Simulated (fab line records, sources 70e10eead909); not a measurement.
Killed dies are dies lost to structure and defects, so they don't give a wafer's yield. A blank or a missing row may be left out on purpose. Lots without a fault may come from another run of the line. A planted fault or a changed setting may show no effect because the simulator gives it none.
fab line records | flow nand_harc
record lots=24 wafers=72 last_day=24
route steps=1159 shown P_GATE@187 P_M1@308 P_M2@344 P_BONDPAD@370 A_ZERO_WELL@401
lots that met no fault: from a run of the same line without faults
start_h: hours from the record's first day to the start of the lot's first wafer shown | wait_h: hours since the lot's step before | " the same as in the row above | L1.1+2: a row that stands for several wafers | - no value, or no start given | * or withheld: withheld | < > ~ a bound
route shown NAME@n: a module of which the file shows steps, and the number in the route of the first | usual: mean/standard deviation of fault-free wafers | same: alike in all rows | chamber/n: place in a boat | sites: the reading at each site | _std_site: their standard deviation | _edge_site: outer sites' mean less inner sites' | radius_mm: how far each site lies from the wafer's centre | mask NAME#n: copy n | behind: the tool/chamber that last shaped the wafer | hold: why the lot was held/for how many hours/how that ended | device: the transistor (n, p or np) that didn't switch | end of line: the same wafers' tests at the end of the route | a step without rows: its recipe alone | killed: dies lost to structure and defects at the first sort, not the wafer's yield | map: a wafer's dies, x killed, . not, _ none there
set.NAME: the setting as run; set.NAME@STEP: as run at that earlier step | model.NAME: the simulator's own value behind a step, which no gauge read
steps of the route over a sample of lots; a table a step, a row a wafer
services: from which hour (start_h, from the record's first day; less than 0 if before it) a tool's chamber was out of use, for how many hours, and why
## steps
# step NHARC_P_GATE_DESCUM_61
# recipe time_s=3 o2_flow_sccm=200 ar_flow_sccm=0 bias_power_w=0 chemistry=O2
# usual drypump_motor_current_A=5.6/0.54 oes_product_au=1.009/0.012 rf_vpp_V=57.8/0.83 showerhead_plenum_p_Torr=1.93/0.077 throttle_valve_pct=11.311/0.0093
# same bias_power_w=0
# columns lot.wafer tool chamber start_h wait_h drypump_motor_current_A oes_product_au rf_hours_counter_h rf_vpp_V showerhead_plenum_p_Torr throttle_valve_pct
L074.1 rie_diel-04 3 97.66 - 5.4 0.998 24 58.1 2.03 11.304
L074.5 " 3 " " 5.5 1.003 - 59.7 2.03 11.302
L074.6 " 0 " " 6.0 0.991 - 57.3 1.90 11.314
L076.4 rie_diel-05 2 115.48 - 6.3 1.009 35 57.7 1.98 11.317
L076.5 " 2 " " 6.3 1.016 - 57.7 1.98 11.316
L076.6 " 3 " " 6.3 1.030 - 56.8 1.89 11.304
L075.1 rie_diel-07 0 116.49 - 5.1 1.003 22 58.3 1.77 11.308
L075.3 " 2 " " 6.6 1.024 20 57.2 1.90 11.326
L075.6 " 1 " " 4.9 0.999 - 58.9 1.97 11.307
L078.1 rie_diel-05 1 119.75 - 5.2 1.010 48 57.3 1.77 11.300
L078.5 " 1 " " 5.2 1.000 - 57.8 1.77 11.323
L078.6 " 2 " " 6.3 1.022 - 58.2 1.98 11.305
L077.4 rie_diel-05 2 124.21 - 6.3 1.016 37 58.6 1.98 11.309
L077.1 " 3 " " 6.3 1.019 50 57.0 1.89 11.323
L077.6 " 1 " " 5.3 1.002 - 57.2 1.77 11.309
L079.2 rie_diel-04 1 131.96 - 5.0 0.995 3 57.7 1.92 11.315
L079.1 " 2 " " 5.8 1.009 3 58.9 1.98 11.318
L079.6 " 0 " " 6.0 1.023 - 57.9 1.90 11.316
L080.1 rie_diel-04 0 140.33 - 6.0 1.016 5 56.8 1.90 11.298
L080.3 " 2 " " 5.8 1.011 6 57.0 1.98 11.299
L080.5 " 0 " " 5.9 1.021 - 58.1 1.90 11.312
L081.2 rie_diel-04 3 146.98 - 5.4 1.009 7 58.7 2.02 11.309
L081.3 " 1 " " 5.1 1.003 8 56.9 1.91 11.310
L081.6 " 3 " " 5.4 1.017 - 57.1 2.02 11.318
L082.1 rie_diel-04 3 152.75 - 5.4 1.004 8 59.7 2.02 11.321
L082.4 " 2 " " 5.8 1.003 10 57.4 1.98 11.311
L082.6 " 3 " " 5.5 0.999 - 57.6 2.02 11.308
L083.2 rie_diel-07 1 153.15 - 4.9 0.999 36 57.8 1.97 11.308
L083.1 " 0 " " 5.1 1.014 35 56.9 1.77 11.333
L083.6 " 1 " " 4.9 1.008 - 57.3 1.97 11.295
L084.4 rie_diel-05 0 157.95 - 6.3 0.993 60 57.6 1.90 11.303
L084.2 " 2 " " 6.3 1.003 53 56.6 1.97 11.305
L084.6 " 1 " " 5.3 0.989 - 57.1 1.77 11.303
L088.2 rie_diel-04 2 178.64 - 5.8 1.018 14 57.1 1.98 11.313
L088.3 " 0 " " 6.0 1.027 13 58.4 1.90 11.308
L088.6 " 2 " " 5.8 1.013 - 58.4 1.98 11.306
L085.3 rie_diel-07 1 178.93 - 4.9 0.996 44 58.7 1.96 11.306
L085.1 " 2 " " 6.6 1.015 41 56.4 1.90 11.321
L085.2 " 0 " " 5.1 1.001 45 58.0 1.77 11.310
L086.1 rie_diel-07 3 179.30 - 5.1 1.028 42 58.7 1.94 11.334
L086.2 " 0 " " 5.1 1.019 45 58.2 1.77 11.308
L086.5 " 0 " " 5.1 1.011 - 57.3 1.77 11.308
L087.1 rie_diel-04 3 185.08 - 5.5 1.003 15 58.1 2.02 11.316
L087.4 " 0 " " 5.9 1.022 15 57.5 1.90 11.318
L087.6 " 2 " " 5.8 1.008 - 56.5 1.98 11.314
L089.1 rie_diel-04 1 197.74 - 5.0 0.998 18 57.2 1.91 11.299
L089.4 " 2 " " 5.8 1.010 17 58.5 1.98 11.314
L089.6 " 1 " " 5.1 0.991 - 58.2 1.91 11.304
L090.1 rie_diel-04 2 198.37 - 5.8 1.012 17 58.2 1.98 11.312
L090.3 " 3 " " 5.4 0.998 18 59.0 2.02 11.293
L090.6 " 2 " " 5.8 1.006 - 57.5 1.98 11.312
L091.4 rie_diel-07 3 203.06 - 5.1 1.012 50 57.7 1.94 11.328
L091.6 " 0 " " 5.1 1.030 - 56.0 1.76 11.318
L091.5 " 1 " " 4.9 1.019 - 56.6 1.96 11.306
L093.2 rie_diel-07 0 216.37 - 5.1 1.018 58 57.9 1.76 11.310
L093.3 " 2 " " 6.6 1.033 53 58.5 1.89 11.313
L093.4 " 3 " " 5.1 1.026 55 58.0 1.94 11.311
L092.4 rie_diel-07 0 216.79 - 5.1 1.003 58 56.9 1.76 11.327
L092.3 " 1 " " 4.8 1.002 56 59.3 1.96 11.309
L092.6 " 2 " " 6.6 1.028 - 58.1 1.89 11.299
L095.3 rie_diel-04 0 225.35 - 5.9 1.033 24 59.0 1.90 11.301
L095.1 " 1 " " 5.1 1.006 24 57.1 1.91 11.307
L095.6 " 3 " " 5.4 1.024 - 56.9 2.02 11.316
L094.2 rie_diel-05 1 225.59 - 5.3 1.000 17 60.0 2.07 11.301
L094.1 " 2 " " 6.3 0.999 17 57.9 1.97 11.311
L094.5 " 1 " " 5.2 1.004 - 59.5 2.07 11.313
L096.1 rie_diel-04 2 241.11 - 5.8 1.006 25 58.3 1.97 11.311
L096.2 " 0 " " 5.9 1.018 27 57.1 1.90 11.312
L096.6 " 3 " " 5.4 1.003 - 57.9 2.02 11.307
L097.4 rie_diel-07 1 241.62 - 4.9 0.983 0 58.2 1.96 11.321
L097.3 " 3 " " 5.1 0.995 0 56.5 1.94 11.302
L097.6 " 1 " " 4.9 0.987 - 58.3 1.96 11.311
# step NHARC_P_GATE_STRIP_113
# recipe power_w=1500 temp_c=110 time_s=740 chemistry=N2/H2
# usual drypump_motor_current_A=5.61/0.29 heater_power_w=83/3.2
# columns lot.wafer tool chamber start_h wait_h drypump_motor_current_A heater_power_w rf_hours_counter_h
L074.1 plasma_asher-02 0 99.87 0.3 5.94 83 22
L074.6 " 1 " " 5.64 81 -
L074.5 " 0 " " 5.96 81 -
L076.4 plasma_asher-01 0 117.95 0.5 5.16 80 -
L076.6 " 1 " " 5.70 87 -
L076.5 " 0 " " 5.20 84 -
L075.1 plasma_asher-01 1 118.57 0.2 5.72 88 5
L075.3 " 0 " " 5.20 84 -
L075.6 " 0 " " 5.17 84 -
L078.1 plasma_asher-02 1 121.99 0.3 5.64 80 35
L078.5 " 0 " " 5.97 79 -
L078.6 " 1 " " 5.66 82 -
L077.1 plasma_asher-01 1 126.38 0.2 5.67 88 9
L077.4 " 1 " " 5.70 86 -
L077.6 " 0 " " 5.19 82 -
L079.1 plasma_asher-02 1 134.07 0.2 5.65 81 41
L079.2 " 0 " " 5.96 82 41
L079.6 " 1 " " 5.68 84 -
L080.1 plasma_asher-01 1 142.30 0.2 5.70 89 17
L080.3 " 1 " " 5.70 87 -
L080.5 " 1 " " 5.72 86 -
L081.2 plasma_asher-01 0 149.16 0.3 5.17 82 20
L081.3 " 0 " " 5.18 83 -
L081.6 " 0 " " 5.17 81 -
L082.1 plasma_asher-01 0 154.82 0.3 5.17 82 22
L082.4 " 1 " " 5.68 87 -
L082.6 " 1 " " 5.67 86 -
L083.2 plasma_asher-02 1 155.37 0.2 5.68 82 49
L083.1 " 0 " " 5.96 82 49
L083.6 " 1 " " 5.69 83 -
L084.2 plasma_asher-02 1 160.04 0.2 5.69 83 50
L084.4 " 1 " " 5.68 81 -
L084.6 " 0 " " 5.99 78 -
L088.2 plasma_asher-02 0 180.84 0.3 5.95 81 57
L088.3 " 0 " " 5.98 82 -
L088.6 " 0 " " 5.96 79 -
L085.2 plasma_asher-01 1 181.33 0.4 5.68 83 30
L085.1 " 0 " " 5.17 81 30
L085.3 " 1 " " 5.69 87 -
L086.2 plasma_asher-02 0 181.64 0.4 5.94 79 57
L086.1 " 1 " " 5.64 80 57
L086.5 " 0 " " 5.93 81 -
L087.1 plasma_asher-01 1 187.49 0.3 5.69 86 34
L087.4 " 0 " " 5.18 83 -
L087.6 " 1 " " 5.70 86 -
L089.1 plasma_asher-01 0 200.09 0.3 5.17 83 38
L089.4 " 1 " " 5.70 88 -
L089.6 " 0 " " 5.15 82 -
L090.1 plasma_asher-02 0 200.44 0.2 5.97 76 2
L090.3 " 0 " " 5.99 75 -
L090.6 " 0 " " 5.96 77 -
L091.4 plasma_asher-01 1 205.49 0.5 5.69 89 -
L091.5 " 0 " " 5.14 81 -
L091.6 " 1 " " 5.69 83 -
L093.2 plasma_asher-02 1 218.77 0.3 5.64 84 8
L093.4 " 0 " " 5.95 76 -
L093.3 " 1 " " 5.66 83 -
L092.4 plasma_asher-01 1 219.74 0.3 5.69 87 -
L092.3 " 0 " " 5.18 82 -
L092.6 " 0 " " 5.15 82 -
L095.1 plasma_asher-01 1 227.41 0.2 5.68 87 47
L095.3 " 1 " " 5.68 84 -
L095.6 " 0 " " 5.16 83 -
L094.1 plasma_asher-02 0 227.66 0.2 5.97 76 12
L094.2 " 1 " " 5.67 82 12
L094.5 " 0 " " 5.96 76 -
L096.1 plasma_asher-02 0 243.24 0.2 5.99 75 16
L096.2 " 1 " " 5.64 83 16
L096.6 " 0 " " 5.99 74 -
L097.4 plasma_asher-01 1 244.06 0.5 5.70 87 -
L097.3 " 0 " " 5.17 81 -
L097.6 " 0 " " 5.14 83 -
# step NHARC_P_M1_PVD_21
# recipe target_thk_a=300 chamber_pressure_pa=5 power_w=5000 substrate_temp_c=30 time_s=20.49 material=Cu
# usual cathode_dc_power_W=5000.1/0.83 throttle_valve_pct=30.3/0.89
# columns lot.wafer tool chamber start_h wait_h cathode_dc_power_W throttle_valve_pct
L074.1 pvd_sputter-01 - - - 4999.7 29.8
L074.5 " - " " 5001.6 30.8
L074.6 " - " " 4999.3 30.6
L076.4 pvd_sputter-02 - - - 5000.9 30.6
L076.6 " - " " 4999.6 29.0
L076.5 " - " " 5000.7 30.8
L075.1 pvd_sputter-03 - - - 4999.9 31.2
L075.3 " - " " 5001.4 30.7
L075.6 " - " " 5001.2 31.7
L078.1 pvd_sputter-02 - - - 5000.6 30.5
L078.5 " - " " 4999.4 30.4
L078.6 " - " " 4998.1 29.2
L077.1 pvd_sputter-03 - - - 4999.3 30.8
L077.4 " - " " 4999.9 28.5
L077.6 " - " " 5000.8 30.7
L079.2 pvd_sputter-02 - - - 5000.1 30.6
L079.1 " - " " 4999.2 31.0
L079.6 " - " " 5002.1 30.5
L080.3 pvd_sputter-02 - - - 4998.6 29.0
L080.1 " - " " 5001.1 30.4
L080.5 " - " " 4999.3 30.8
L081.2 pvd_sputter-02 - - - 4999.5 30.4
L081.3 " - " " 5000.5 29.2
L081.6 " - " " 5000.6 30.2
L082.4 pvd_sputter-01 - - - 4999.4 30.8
L082.1 " - " " 5000.4 31.2
L082.6 " - " " 4999.9 30.8
L083.1 pvd_sputter-02 - - - 4999.6 29.0
L083.2 " - " " 5001.8 30.9
L083.6 " - " " 4999.6 30.5
L084.4 pvd_sputter-02 - - - 4999.9 30.7
L084.2 " - " " 5000.2 30.6
L084.6 " - " " 4999.1 30.8
L088.2 pvd_sputter-03 - - - 4999.0 31.5
L088.3 " - " " 4999.2 30.5
L088.6 " - " " 4998.4 28.2
L085.2 pvd_sputter-02 - - - 5000.4 30.4
L085.3 " - " " 4999.2 29.1
L085.1 " - " " 4999.9 30.8
L086.1 pvd_sputter-01 - - - 5002.1 31.1
L086.2 " - " " 4999.5 29.6
L086.5 " - " " 5000.6 30.8
L087.1 pvd_sputter-03 - - - 4999.6 30.8
L087.4 " - " " 5000.9 30.5
L087.6 " - " " 5000.2 28.8
L089.1 pvd_sputter-03 - - - 5001.4 31.0
L089.4 " - " " 5001.1 30.5
L089.6 " - " " 5000.9 28.4
L090.3 pvd_sputter-01 - - - 5000.1 31.2
L090.1 " - " " 5000.1 29.9
L090.6 " - " " 5000.3 31.2
L091.4 pvd_sputter-03 - - - 5000.3 30.5
L091.6 " - " " 4999.6 31.5
L091.5 " - " " 4999.8 30.7
L093.3 pvd_sputter-03 - - - 4999.3 30.4
L093.4 " - " " 5001.1 31.0
L093.2 " - " " 4998.9 28.5
L092.3 pvd_sputter-02 - - - 5000.7 31.3
L092.4 " - " " 5000.3 29.7
L092.6 " - " " 5000.4 30.8
L095.1 pvd_sputter-01 - - - 4998.8 30.7
L095.3 " - " " 4999.9 29.8
L095.6 " - " " 5000.4 29.4
L094.1 pvd_sputter-03 - - - 4999.4 28.2
L094.2 " - " " 4999.1 30.8
L094.5 " - " " 5000.2 31.3
L096.1 pvd_sputter-02 - - - 5000.4 29.6
L096.2 " - " " 5000.5 30.9
L096.6 " - " " 5000.1 30.8
L097.3 pvd_sputter-01 - - - 4999.8 31.1
L097.4 " - " " 4999.3 29.4
L097.6 " - " " 4999.6 31.1
# step NHARC_P_M2_CMP_23
# recipe t_overpolish_s=20 target_thk_nm=144.3
# usual motor_current_A=11.7/1.1 time_to_endpoint_s=29/3.8
# same t_overpolish_s=20
# columns lot.wafer tool chamber start_h wait_h motor_current_A time_to_endpoint_s
L074.1 cmp-04 2 120.96 - 12.0 23
L074.6 " 3 " " 10.9 25
L074.5 " 0 " " 13.4 28
L076.4 cmp-02 3 143.29 - 10.8 29
L076.6 " 3 " " 11.1 31
L076.5 " 0 " " 11.7 32
L075.3 cmp-01 0 144.19 - 12.6 35
L075.1 " 2 " " 12.6 33
L075.6 " 0 " " 11.1 36
L078.1 cmp-04 3 145.87 - 10.7 27
L078.5 " 2 " " 12.3 24
L078.6 " 3 " " 9.8 28
L077.4 cmp-01 1 149.66 - 11.9 26
L077.1 " 2 " " 13.3 28
L077.6 " 0 " " 11.0 33
L079.2 cmp-04 3 157.74 - 10.5 22
L079.1 " 0 " " 14.2 28
L079.6 " 0 " " 14.1 26
L080.3 cmp-02 2 164.64 - 9.4 24
L080.1 " 3 " " 11.6 28
L080.5 " 3 " " 11.3 26
L081.3 cmp-01 0 171.01 - 12.2 33
L081.2 " 1 " " 12.5 28
L081.6 " 2 " " 12.7 34
L082.4 cmp-04 1 173.89 - 11.2 30
L082.1 " 2 " " 12.6 24
L082.6 " 1 " " 11.1 30
L083.1 cmp-01 2 175.94 - 13.6 31
L083.2 " 3 " " 12.7 34
L083.6 " 1 " " 11.9 29
L084.4 cmp-02 1 179.22 - 12.0 24
L084.2 " 0 " " 10.5 29
L084.6 " 2 " " 9.9 25
L088.3 cmp-01 2 204.27 - 12.6 26
L088.2 " 0 " " 11.3 31
L088.6 " 3 " " 12.7 29
L085.1 cmp-02 3 204.99 - 11.2 23
L085.2 " 0 " " 11.3 28
L085.3 " 1 " " 11.3 22
L086.1 cmp-01 2 205.62 - 13.7 30
L086.2 " 0 " " 11.4 33
L086.5 " 2 " " 12.7 31
L087.4 cmp-04 0 207.28 - 14.2 31
L087.1 " 2 " " 12.5 25
L087.6 " 0 " " 14.1 31
L089.4 cmp-02 0 223.05 - 11.5 33
L089.1 " 1 " " 11.7 26
L089.6 " 0 " " 11.5 33
L090.3 cmp-04 1 223.85 - 11.1 33
L090.1 " 3 " " 10.8 23
L090.6 " 0 " " 13.7 32
L091.4 cmp-01 2 226.99 - 12.4 28
L091.6 " 0 " " 11.9 32
L091.5 " 1 " " 11.7 27
L093.3 cmp-04 0 237.99 - 14.0 35
L093.4 " 1 " " 10.6 33
L093.2 " 2 " " 11.9 26
L092.4 cmp-04 2 238.84 - 11.8 26
L092.3 " 1 " " 10.5 31
L092.6 " 2 " " 11.9 25
L095.3 cmp-04 1 249.76 - 11.0 32
L095.1 " 2 " " 12.5 23
L095.6 " 1 " " 10.6 30
L094.2 cmp-02 3 250.87 - 12.0 26
L094.1 " 0 " " 11.3 29
L094.5 " 3 " " 11.9 28
L096.1 cmp-02 0 267.78 - 10.5 34
L096.2 " 1 " " 11.6 24
L096.6 " 0 " " 11.1 33
L097.4 cmp-02 1 268.47 - 11.1 23
L097.3 " 3 " " 11.0 27
L097.6 " 1 " " 11.8 25
# step NHARC_P_BONDPAD_CD_MEAS_13
# usual cd_nm=500/3.2
# columns lot.wafer tool chamber start_h wait_h cd_nm
L074.1 cd_sem-03 - 124.15 - 507
L074.5 " - " " 500
L074.6 " - " " 502
L076.4 cd_sem-02 - 146.12 0.1 496
L076.5 " - " " 496
L076.6 " - " " 498
L075.1 cd_sem-03 - 147.05 - 496
L075.3 " - " " 502
L075.6 " - " " 501
L078.1 cd_sem-02 - 148.76 - 499
L078.5 " - " " 502
L078.6 " - " " 504
L077.1 cd_sem-01 - 152.36 - 501
L077.4 " - " " 494
L077.6 " - " " 499
L079.1 cd_sem-01 - 160.63 - 497
L079.2 " - " " 497
L079.6 " - " " 498
L080.1 cd_sem-02 - 167.30 - 503
L080.3 " - " " 497
L080.5 " - " " 502
L081.2 cd_sem-03 - 173.74 - 510
L081.3 " - " " 507
L081.6 " - " " 499
L082.1 cd_sem-02 - 176.69 - 499
L082.4 " - " " 500
L082.6 " - " " 499
L083.1 cd_sem-02 - 178.68 - 496
L083.2 " - " " 500
L083.6 " - " " 503
L084.2 cd_sem-02 - 182.01 - 493
L084.4 " - " " 500
L084.6 " - " " 502
L088.2 cd_sem-02 - 207.07 - 500
L088.3 " - " " 493
L088.6 " - " " 499
L085.1 cd_sem-03 - 207.61 - 501
L085.2 " - " " 500
L085.3 " - " " 501
L086.1 cd_sem-02 - 208.81 - 502
L086.2 " - " " 499
L086.5 " - " " 495
L087.1 cd_sem-01 - 209.94 - 499
L087.4 " - " " 503
L087.6 " - " " 506
L089.1 cd_sem-02 - 225.82 - 495
L089.4 " - " " 501
L089.6 " - " " 501
L090.1 cd_sem-03 - 226.59 - 501
L090.3 " - " " 502
L090.6 " - " " 495
L091.4 cd_sem-01 - 229.77 - 499
L091.5 " - " " 499
L091.6 " - " " 500
L093.2 cd_sem-02 - 240.79 - 499
L093.3 " - " " 503
L093.4 " - " " 499
L092.3 cd_sem-03 - 241.64 - 501
L092.4 " - " " 500
L092.6 " - " " 504
L095.1 cd_sem-03 - 252.52 - 501
L095.3 " - " " 506
L095.6 " - " " 506
L094.1 cd_sem-03 - 253.68 - 500
L094.2 " - " " 499
L094.5 " - " " 501
L096.1 cd_sem-03 - 270.73 - 500
L096.2 " - " " 504
L096.6 " - " " 501
L097.3 cd_sem-02 - 271.22 - 496
L097.4 " - " " 501
L097.6 " - " " 497
# step NHARC_A_ZERO_WELL_CD_MEAS_10
# recipe target_cd_nm=2000 landing_energy_ev=500
# usual cd_nm=2000/3.1
# columns lot.wafer tool chamber start_h wait_h cd_nm
L074.1 cd_sem-02 0 127.75 - 1996
L074.5 " 0 " " 2001
L074.6 " 0 " " 1999
L076.4 cd_sem-01 0 149.70 - 1997
L076.5 " 0 " " 1996
L076.6 " 0 " " 1997
L075.1 cd_sem-03 0 150.51 - 2001
L075.3 " 0 " " 2006
L075.6 " 0 " " 2001
L078.1 cd_sem-02 0 152.25 - 2004
L078.5 " 0 " " 2007
L078.6 " 0 " " 1998
L077.1 cd_sem-03 0 155.87 - 2000
L077.4 " 0 " " 1998
L077.6 " 0 " " 1999
L079.1 cd_sem-01 0 164.20 - 1998
L079.2 " 0 " " 1999
L079.6 " 0 " " 2000
L080.1 cd_sem-01 0 170.86 - 1994
L080.3 " 0 " " 1997
L080.5 " 0 " " 2000
L081.2 cd_sem-02 0 177.46 - 1999
L081.3 " 0 " " 2001
L081.6 " 0 " " 1998
L082.1 cd_sem-03 0 180.77 - 2001
L082.4 " 0 " " 2001
L082.6 " 0 " " 1998
L083.1 cd_sem-02 0 182.30 - 1998
L083.2 " 0 " " 1997
L083.6 " 0 " " 1998
L084.2 cd_sem-03 0 185.56 - 2002
L084.4 " 0 " " 2006
L084.6 " 0 " " 1999
L088.2 cd_sem-01 0 210.48 - 1999
L088.3 " 0 " " 1998
L088.6 " 0 " " 1998
L085.1 cd_sem-01 0 211.24 - 1996
L085.2 " 0 " " 1996
L085.3 " 0 " " 1996
L086.1 cd_sem-03 0 212.26 - 1997
L086.2 " 0 " " 1999
L086.5 " 0 " " 2001
L087.1 cd_sem-01 0 213.58 - 1997
L087.4 " 0 " " 1997
L087.6 " 0 " " 2000
L089.1 cd_sem-01 0 229.39 - 1994
L089.4 " 0 " " 1998
L089.6 " 0 " " 1996
L090.1 cd_sem-02 0 230.01 - 2004
L090.3 " 0 " " 1998
L090.6 " 0 " " 2002
L091.4 cd_sem-03 0 233.24 - 2002
L091.5 " 0 " " 2004
L091.6 " 0 " " 2006
L093.2 cd_sem-01 0 244.40 - 2005
L093.3 " 0 " " 1999
L093.4 " 0 " " 2000
L092.3 cd_sem-01 0 245.22 - 2000
L092.4 " 0 " " 2002
L092.6 " 0 " " 1997
L095.1 cd_sem-02 0 256.10 - 1999
L095.3 " 0 " " 1998
L095.6 " 0 " " 1996
L094.1 cd_sem-01 0 257.23 - 1997
L094.2 " 0 " " 2000
L094.5 " 0 " " 2004
L096.1 cd_sem-01 0 274.32 - 2002
L096.2 " 0 " " 2007
L096.6 " 0 " " 2003
L097.3 cd_sem-01 0 274.86 - 2003
L097.4 " 0 " " 2008
L097.6 " 0 " " 2000
## services
# columns tool chamber start_h hours kind
cmp-01 - 81.50 4.0 pm
plasma_asher-01 - 99.29 9.0 pm
pvd_sputter-03 - 102.00 10.0 pm
cmp-04 - 105.00 4.0 pm
rie_diel-07 2 107.05 2.9 repair
rie_diel-04 - 111.91 9.0 pm
rie_diel-07 - 124.81 0.4 repair
cmp-02 - 129.49 4.0 pm
rie_diel-07 - 134.69 0.1 repair
cmp-02 - 155.45 0.8 repair
cmp-02 - 177.20 1.7 repair
rie_diel-04 2 178.98 4.3 repair
cmp-01 - 179.50 4.0 pm
plasma_asher-02 - 183.21 9.0 pm
pvd_sputter-03 - 184.24 3.6 repair
cmp-04 - 203.00 4.0 pm
pvd_sputter-03 - 204.25 5.1 repair
cmp-02 - 206.83 2.4 repair
pvd_sputter-02 - 214.06 10.0 pm
cmp-02 - 225.55 4.3 repair
rie_diel-07 - 229.31 9.0 pm
cmp-02 - 229.89 4.0 pm
cmp-04 - 232.61 1.9 repair
pvd_sputter-02 - 250.20 1.5 repair
## key
fault none
